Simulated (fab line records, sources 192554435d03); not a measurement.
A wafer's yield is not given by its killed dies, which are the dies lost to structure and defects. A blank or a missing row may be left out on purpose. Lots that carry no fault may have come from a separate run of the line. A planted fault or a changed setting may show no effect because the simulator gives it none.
Matching of chambers -- flow n5-finfet -- N5_SDB_CMP_30 on cmp-04 has 4 sister chambers
The step polishes, stops on poly-Si, t overpolish 1.54 s, target thk 30 nm. 4 wafers are shown with their chamber, then 9 later ones without.

EACH WAFER AND ITS CHAMBER
wafer,chamber,motor-current-A (A)
L081.5,0,10.9
L085.2,2,13.3
L087.2,1,12.3
L087.5,3,10.5

WAFERS MISSING THEIR CHAMBER
wafer,motor-current-A (A)
L092.1,11.4
L092.2,11.5
L092.5,11.6
L093.1,12.3
L093.3,11.6
L093.4,13.5
L097.2,11.8
L097.4,12.5
L097.5,11.2

THE CHAMBER EACH PASSED THROUGH
wafer,from the rows above,in truth
L092.1,can't be placed: 0 or 1 or 3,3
L092.2,can't be placed: 0 or 1 or 3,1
L092.5,can't be placed: 0 or 1 or 3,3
L093.1,1,1
L093.3,can't be placed: 0 or 1 or 3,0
L093.4,2,2
L097.2,can't be placed: 1 or 0 or 3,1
L097.4,can't be placed: 1 or 2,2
L097.5,can't be placed: 0 or 3 or 1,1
Correctly placed: 2 of 9. Not placeable from these rows: 7 (in 7, the candidates include the true chamber). Number placed wrongly: 0.
How it was worked out, from the rows above alone: a wafer's distance from a chamber is the root of the sum, over the readings, of the square of ((its reading less the chamber's mean) divided by the reading's scatter). The wafer belongs to the nearest chamber; if the next one is less than 2 further off, it can't be placed. Each chamber's mean is taken over the wafers shown for it. The scatter (one wafer shown for each chamber): square how far every hidden wafer sits from the nearest shown wafer, average those squares and take the square root.
